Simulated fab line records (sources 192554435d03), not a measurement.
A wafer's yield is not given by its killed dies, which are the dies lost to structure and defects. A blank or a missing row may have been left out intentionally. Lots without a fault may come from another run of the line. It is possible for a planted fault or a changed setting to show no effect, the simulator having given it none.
A struck lot beside a sound one :: flow n5-finfet :: 18 steps out of a route of 1938
Sound: these wafers, L571.2, L571.4, L571.5. The struck wafers were L577.1, L577.4, L577.5. Last of all comes the cause.
At each step with rows: each side's tool, then ch and its chambers, then its first start. Under that, the readings that differ: sound wafers :: struck wafers :: difference of the means :: sigmas: that difference in standard deviations of wafers without a fault.
alike: readings with means less than 2 such deviations apart, plus words and numbers identical on both sides. not compared: withheld readings, readings lacking a value on some wafer, bounds such as >300 that could conceal the same value, and numbers that have no deviation in the record and whose values overlap.
A row with sigmas, a row that says differs or no value, or rows on one side alone: a step with any of these is where the two part. Numbers that have no deviation but don't overlap get no sigmas and don't part them. A reading missing from all wafers of one side parts the sides only when that side holds two or more wafers.

N5_PASSIVATION_AL_ETCH_33: etches Al in Cl2/BCl3, stops on TaN, target depth 2800 nm, time 466.7 s.
  sound on rie-metal-03 ch 0,1, day 14 02:56; struck on rie-metal-03 ch 0,1, day 15 15:13
  alike: bias-w, drypump-motor-current-A, oes-product-au, throttle-valve-pct
  not compared: rf-hours-counter-h
N5_PASSIVATION_ETCH_59: etches TaN in Cl2/BCl3, target depth 65 nm, time 34.9 s.
  sound on rie-metal-03 ch 0,1, day 14 03:20; struck on rie-metal-03 ch 0,1, day 15 15:37
  alike: bias-w, drypump-motor-current-A, oes-product-au, throttle-valve-pct
  not compared: rf-hours-counter-h
N5_PASSIVATION_STRIP_34: strips in O2.
  sound on rie-diel-01 ch 0,1, day 14 03:28; struck on rie-diel-03 ch 1,2, day 15 15:44
  alike: drypump-motor-current-A, oes-product-au, rf-vpp-V, showerhead-plenum-p-Torr, temp-c, throttle-valve-pct
  not compared: rf-hours-counter-h
then, 4 steps without rows for these wafers: N5_PASSIVATION_STRIP_51 (strips in post etch residue remover, time 1200 s); N5_PASSIVATION_CLEAN_69 (cleans in IPA, time 180 s); N5_PASSIVATION_SRD_70 (time 30 s); N5_PASSIVATION_PECVD_53 (deposits SiO2 from TEOS/O2, target thk 800 nm, time 169.4 s).
N5_PASSIVATION_PECVD_35: deposits SiNx from SiH4/NH3/N2, target thk 700 nm, time 151.3 s.
  sound on pecvd-03 ch 1,2, day 14 04:04; struck on pecvd-04 ch 1,2, day 15 16:20
  alike: heater-power-w, showerhead-plenum-p-Torr, showerhead-vpp-V, throttle-valve-pct
then, 4 steps without rows for these wafers: N5_PASSIVATION_HMDS_37 (time 60 s); N5_PASSIVATION_COAT_38; N5_PASSIVATION_EBR_40; N5_PASSIVATION_SOFTBAKE_39 (time 120 s).
N5_PASSIVATION_EXPOSE_41: exposes mask PASS OPEN, defocus 0 nm, target cd 40000 nm.
  sound on krf-scanner-02 ch 0, day 14 04:27; struck on krf-scanner-02 ch 0, day 15 16:35
reading: exposure-dose-mJ-cm2
sound: 57.08 57.24 57.11
struck: 59.62 59.66 59.63
difference: +2.49
sigmas: +41
  alike: mask
then, 3 steps without rows for these wafers: N5_PASSIVATION_PEB_42; N5_PASSIVATION_DEVELOP_43 (develop time 60 s); N5_PASSIVATION_HARDBAKE_45 (time 120 s).
N5_PASSIVATION_CD_MEAS_44 targets a cd of 40000 nm.
  sound on cd-sem-02 ch 0, day 14 04:38; struck on cd-sem-01 ch 0, day 15 16:46
reading: cd-nm (nm)
sound: 39998 40001 40002
struck: 40014 40014 40017
difference: +15
sigmas: +6
N5_PASSIVATION_OVL_MEAS_66:
  sound on overlay-01 ch 0, day 14 04:40; struck on overlay-02 ch 0, day 15 16:48
  alike: PASS_OPEN_OVL

## WHERE THEY PART
Last at N5_PASSIVATION_CD_MEAS_44 as far as this record goes, first at N5_PASSIVATION_EXPOSE_41. Later steps at which nothing parts them and some readings are alike: N5_PASSIVATION_OVL_MEAS_66.

WHY: whatever the simulator had introduced
Process parameter drift: krf-scanner-02, from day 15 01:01 on, at N5_PASSIVATION_EXPOSE_41. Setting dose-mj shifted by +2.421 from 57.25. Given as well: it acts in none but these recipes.
